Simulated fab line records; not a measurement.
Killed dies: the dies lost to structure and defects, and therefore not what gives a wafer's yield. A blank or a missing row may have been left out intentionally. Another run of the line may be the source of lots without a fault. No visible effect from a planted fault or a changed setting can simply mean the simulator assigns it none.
fab line records | flow nandHarc | part 2 of 2: steps 24 to 32 of 32
record: lots: 5 | wafers: 15 | lastDay: 24
route steps=1159 shown A_SOURCE_PLATE@415 A_ONON_D1@424 A_CHANNEL_HOLE_D1@450
lots untouched by any fault: they come from a run of this same line in which no faults occurred
startH: the number of hours between the record's first day and the start of the first shown wafer of the lot | waitH: hours from the lot's prior step to this one | " identical to the entry in the row above | L1.1+2: a row that stands for several wafers | - no value present, or no start provided | * or withheld: withheld | < > ~ a bound
route shown NAME@n: NAME is a module with steps in the file, n the number in the route of the first one | usual: mean/standard deviation of fault-free wafers | same: alike in all rows | chamber/n: place in a boat | sites: per-site readings | _std_site: their standard deviation | _edge_site: mean of outer sites minus mean of inner sites | radiusMm: how far each site lies from the wafer's centre | mask NAME#n: copy n | behind: the most recent tool/chamber to have shaped the wafer | hold: why the lot was held/for how many hours/how that ended | device: which transistor (n, p or np) failed to switch | end of line: the route-end tests of the same wafers | a step without rows: its recipe alone | killed: count of dies lost to structure and defects at first sort (not the wafer's yield) | map: a wafer's dies, marking killed ones x, the rest . and places with no die _
set.NAME: setting as actually run; set.NAME@STEP: the setting as run at that earlier step | model.NAME: the simulator's own value behind a step, which no gauge read
certain route steps with their lots: each step a table, each wafer a row
services: a tool's chamber out of use, with start hour (startH, from the record's first day; less than 0 if before it), hours out, and reason
== steps ==
step: NHARC_A_ONON_D1_THK_MEAS_24
recipe: thkMeasGauge: ellipsometry
usual: thkNm: 998/9.6
lot.wafer | tool         | chamber | startH | waitH | thkNm
L076.1    | filmMetro-02 | -       | 171.85 | -     | 1003
L076.2    | "            | -       | "      | "     | 1004
L076.3    | "            | -       | "      | "     | 1004
L086.1    | filmMetro-01 | -       | 243.05 | -     | 1006
L086.2    | "            | -       | "      | "     | 1004
L086.6    | "            | -       | "      | "     | 1007
L093.1    | filmMetro-02 | -       | 289.59 | -     | 992
L093.4    | "            | -       | "      | "     | 991
L093.5    | "            | -       | "      | "     | 991
L095.2    | filmMetro-01 | -       | 292.91 | -     | 987
L095.3    | "            | -       | "      | "     | 986
L095.6    | "            | -       | "      | "     | 987
L097.4    | filmMetro-01 | -       | 296.38 | -     | 1003
L097.5    | "            | -       | "      | "     | 1003
L097.6    | "            | -       | "      | "     | 1004
step: NHARC_A_ONON_D1_DEP_25
recipe: targetThkA: 10000 | n2FlowSccm: 2750 | n2oFlowSccm: 2000 | nh3FlowSccm: 500 | sih4FlowSccm: 210 | tempC: 400
usual: n2oFlowSccm: 2001/5.8 | sih4FlowSccm: 210.0/0.68
lot.wafer | tool         | chamber | startH | waitH | n2oFlowSccm | sih4FlowSccm
L076.1    | pecvdOnon-03 | 0       | 171.91 | 0.1   | 2002        | 210.6
L076.2    | "            | 0       | "      | "     | 1998        | 209.8
L076.3    | "            | 0       | "      | "     | 2002        | 209.9
L086.1    | pecvdOnon-03 | 0       | 243.11 | 0.1   | 2003        | 210.0
L086.2    | "            | 0       | "      | "     | 1997        | 209.0
L086.6    | "            | 0       | "      | "     | 1996        | 209.2
L093.1    | pecvdOnon-02 | 0       | 289.65 | 0.1   | 1996        | 210.2
L093.4    | "            | 0       | "      | "     | 1990        | 210.1
L093.5    | "            | 0       | "      | "     | 2000        | 209.7
L095.2    | pecvdOnon-03 | 0       | 293.02 | 0.1   | 2012        | 210.7
L095.3    | "            | 0       | "      | "     | 2002        | 210.4
L095.6    | "            | 0       | "      | "     | 1997        | 211.3
L097.4    | pecvdOnon-01 | 0       | 296.61 | 0.2   | 1999        | 209.3
L097.5    | "            | 0       | "      | "     | 2003        | 209.6
L097.6    | "            | 0       | "      | "     | 2002        | 209.6
step: NHARC_A_ONON_D1_THK_MEAS_27
recipe: thkMeasGauge: ellipsometry
usual: thkNm: 1001/9.4
lot.wafer | tool         | chamber | startH | waitH | thkNm
L076.1    | filmMetro-01 | -       | 172.42 | -     | 985
L076.2    | "            | -       | "      | "     | 985
L076.3    | "            | -       | "      | "     | 985
L086.1    | filmMetro-02 | -       | 243.65 | -     | 1008
L086.2    | "            | -       | "      | "     | 1010
L086.6    | "            | -       | "      | "     | 1009
L093.1    | filmMetro-02 | -       | 290.16 | -     | 990
L093.4    | "            | -       | "      | "     | 989
L093.5    | "            | -       | "      | "     | 989
L095.2    | filmMetro-01 | -       | 293.47 | -     | 995
L095.3    | "            | -       | "      | "     | 994
L095.6    | "            | -       | "      | "     | 994
L097.4    | filmMetro-01 | -       | 296.95 | -     | 1007
L097.5    | "            | -       | "      | "     | 1008
L097.6    | "            | -       | "      | "     | 1007
step: NHARC_A_ONON_D1_DEP_28
recipe: targetThkA: 10000 | n2FlowSccm: 2750 | n2oFlowSccm: 2000 | nh3FlowSccm: 500 | sih4FlowSccm: 210 | tempC: 400
usual: n2oFlowSccm: 2000/6.5 | sih4FlowSccm: 210.2/0.64
lot.wafer | tool         | chamber | startH | waitH | n2oFlowSccm | sih4FlowSccm
L076.1    | pecvdOnon-01 | 0       | 172.47 | 0.1   | 2009        | 210.3
L076.2    | "            | 0       | "      | "     | 2009        | 210.3
L076.3    | "            | 0       | "      | "     | 2003        | 210.3
L086.1    | pecvdOnon-01 | 0       | 243.70 | 0.1   | 2007        | 210.5
L086.2    | "            | 0       | "      | "     | 2000        | 209.6
L086.6    | "            | 0       | "      | "     | 2008        | 209.5
L093.1    | pecvdOnon-01 | 0       | 290.22 | 0.1   | 2010        | 210.0
L093.4    | "            | 0       | "      | "     | 2012        | 209.7
L093.5    | "            | 0       | "      | "     | 2005        | 210.3
L095.2    | pecvdOnon-01 | 0       | 293.59 | 0.1   | 1994        | 211.4
L095.3    | "            | 0       | "      | "     | 1995        | 210.5
L095.6    | "            | 0       | "      | "     | 1997        | 210.0
L097.4    | pecvdOnon-01 | 0       | 297.18 | 0.2   | 2010        | 209.7
L097.5    | "            | 0       | "      | "     | 2008        | 210.1
L097.6    | "            | 0       | "      | "     | 2012        | 209.5
step: NHARC_A_ONON_D1_THK_MEAS_30
recipe: thkMeasGauge: ellipsometry
usual: thkNm: 995/10
lot.wafer | tool         | chamber | startH | waitH | thkNm
L076.1    | filmMetro-02 | -       | 172.98 | -     | 993
L076.2    | "            | -       | "      | "     | 995
L076.3    | "            | -       | "      | "     | 993
L086.1    | filmMetro-01 | -       | 244.21 | -     | 978
L086.2    | "            | -       | "      | "     | 979
L086.6    | "            | -       | "      | "     | 978
L093.1    | filmMetro-01 | -       | 290.72 | -     | 970
L093.4    | "            | -       | "      | "     | 972
L093.5    | "            | -       | "      | "     | 972
L095.2    | filmMetro-01 | -       | 294.04 | -     | 990
L095.3    | "            | -       | "      | "     | 990
L095.6    | "            | -       | "      | "     | 991
L097.4    | filmMetro-02 | -       | 297.54 | -     | 1010
L097.5    | "            | -       | "      | "     | 1011
L097.6    | "            | -       | "      | "     | 1014
step: NHARC_A_ONON_D1_DEP_33
recipe: targetThkA: 2000 | tempC: 400 | pressureTorr: 6.5 | rfW: 900 | teosFlowSccm: 161.4 | flowSccm: 2650 | targetThkNm: 200 | gas: O2 | material: SiO2
usual: heaterPowerW: 523/57 | showerheadVppV: 1841/120 | throttleValvePct: 15.9/0.52
lot.wafer | tool     | chamber | startH | waitH | heaterPowerW | showerheadVppV | throttleValvePct
L076.2    | pecvd-04 | 2       | 173.04 | 0.1   | 521          | 1856           | 17.2
L076.1    | "        | 0       | "      | "     | 553          | 2128           | 15.8
L076.3    | "        | 1       | "      | "     | 573          | 1834           | 15.8
L086.2    | pecvd-03 | 2       | 244.27 | 0.1   | 539          | 1803           | 15.5
L086.1    | "        | 0       | "      | "     | 423          | 1802           | 16.3
L086.6    | "        | 1       | "      | "     | 522          | 1993           | 15.6
L093.1    | pecvd-04 | 0       | 290.87 | 0.1   | 546          | 2095           | 15.5
L093.5    | "        | 1       | "      | "     | 562          | 1790           | 15.8
L093.4    | "        | 2       | "      | "     | 420          | 1866           | 17.0
L095.3    | pecvd-04 | 0       | 294.14 | 0.1   | 485          | 2103           | 16.0
L095.2    | "        | 1       | "      | "     | 604          | 1818           | 15.9
L095.6    | "        | 2       | "      | "     | 473          | 1856           | 17.1
L097.5    | pecvd-04 | 1       | 297.73 | 0.2   | 527          | 1857           | 16.2
L097.6    | "        | 2       | "      | "     | 515          | 1846           | 16.9
L097.4    | "        | 0       | "      | "     | 606          | 2075           | 15.6
step: NHARC_A_ONON_D1_THK_MEAS_34
recipe: thkMeasGauge: ellipsometry
usual: thkNm: 199.9/2.6
lot.wafer | tool         | chamber | startH | waitH | thkNm
L076.1    | filmMetro-02 | -       | 173.45 | -     | 195.5
L076.2    | "            | -       | "      | "     | 194.9
L076.3    | "            | -       | "      | "     | 197.6
L086.1    | filmMetro-02 | -       | 244.68 | -     | 200.5
L086.2    | "            | -       | "      | "     | 201.6
L086.6    | "            | -       | "      | "     | 205.5
L093.1    | filmMetro-02 | -       | 291.20 | -     | 199.9
L093.4    | "            | -       | "      | "     | 200.2
L093.5    | "            | -       | "      | "     | 202.1
L095.2    | filmMetro-01 | -       | 294.50 | -     | 197.9
L095.3    | "            | -       | "      | "     | 195.1
L095.6    | "            | -       | "      | "     | 198.0
L097.4    | filmMetro-02 | -       | 298.01 | -     | 201.4
L097.5    | "            | -       | "      | "     | 204.5
L097.6    | "            | -       | "      | "     | 202.7
step: NHARC_A_ONON_D1_INSPECT_32
usual: rawDefectCount: 78/27
lot.wafer | tool             | chamber | startH | waitH | rawDefectCount
L076.1    | defectInspect-02 | -       | 173.51 | 0.0   | 52
L076.2    | "                | -       | "      | "     | 66
L076.3    | "                | -       | "      | "     | 58
L086.1    | defectInspect-01 | -       | 244.77 | 0.0   | 59
L086.2    | "                | -       | "      | "     | 70
L086.6    | "                | -       | "      | "     | 96
L093.1    | defectInspect-01 | -       | 291.28 | 0.0   | 91
L093.4    | "                | -       | "      | "     | 67
L093.5    | "                | -       | "      | "     | 87
L095.2    | defectInspect-01 | -       | 294.57 | 0.0   | 84
L095.3    | "                | -       | "      | "     | 46
L095.6    | "                | -       | "      | "     | 78
L097.4    | defectInspect-02 | -       | 298.07 | 0.0   | 80
L097.5    | "                | -       | "      | "     | 88
L097.6    | "                | -       | "      | "     | 64
step: NHARC_A_CHANNEL_HOLE_D1_DEP_00
recipe: targetThkA: 31000 | tempC: 400 | material: aC
usual: throttleValvePct: 35.001/0.0084
lot.wafer | tool      | chamber | startH | waitH | throttleValvePct
L076.1    | aclDep-01 | 0       | 177.15 | 3.6   | 35.003
L076.2    | "         | 0       | "      | "     | 35.011
L076.3    | "         | 0       | "      | "     | 35.008
L086.1    | aclDep-01 | 0       | 244.83 | 0.1   | 35.010
L086.2    | "         | 0       | "      | "     | 34.991
L086.6    | "         | 0       | 246.41 | 1.6   | 35.000
L093.1    | aclDep-02 | 0       | 292.00 | 0.7   | 34.993
L093.4    | "         | 0       | "      | "     | 35.008
L093.5    | "         | 0       | "      | "     | 34.993
L095.2    | aclDep-02 | 0       | 294.96 | 0.4   | 35.004
L095.3    | "         | 0       | "      | "     | 35.007
L095.6    | "         | 0       | "      | "     | 34.987
L097.4    | aclDep-03 | 0       | 300.47 | 2.4   | 35.000
L097.5    | "         | 0       | "      | "     | 35.000
L097.6    | "         | 0       | "      | "     | 34.999
== services ==
tool          | chamber | startH | hours | kind
pvdSputter-01 | -       | 118.62 | 0.6   | repair
pecvd-03      | 0       | 124.37 | -     | clean
pecvdOnon-03  | -       | 153.11 | 13.0  | pm
pvdSputter-01 | -       | 158.00 | 10.0  | pm
aclDep-02     | -       | 169.33 | 13.0  | pm
pecvd-04      | -       | 195.00 | 13.0  | pm
pecvd-04      | 0       | 195.00 | 13.0  | ventCycle
pecvd-04      | 1       | 195.00 | 13.0  | ventCycle
pecvd-04      | 2       | 195.00 | 13.0  | ventCycle
pecvdOnon-01  | -       | 195.00 | 13.0  | pm
furnace-06    | -       | 199.37 | 26.0  | pm
pecvd-04      | 0       | 208.00 | -     | clean
pecvd-04      | 1       | 208.00 | -     | clean
pecvd-04      | 2       | 208.00 | -     | clean
aclDep-03     | -       | 224.60 | 13.0  | pm
pecvd-04      | -       | 227.01 | 1.1   | repair
pecvd-04      | 0       | 239.39 | 10.8  | repair
aclDep-02     | -       | 241.52 | 2.3   | repair
lpcvdPoly-01  | -       | 245.07 | 1.6   | repair
pecvdOnon-03  | -       | 246.56 | 2.9   | repair
pecvdOnon-03  | -       | 286.80 | 1.2   | repair
pecvdOnon-02  | -       | 292.00 | 13.0  | pm
pecvd-03      | -       | 292.37 | 13.0  | pm
aclDep-01     | -       | 292.65 | 13.0  | pm
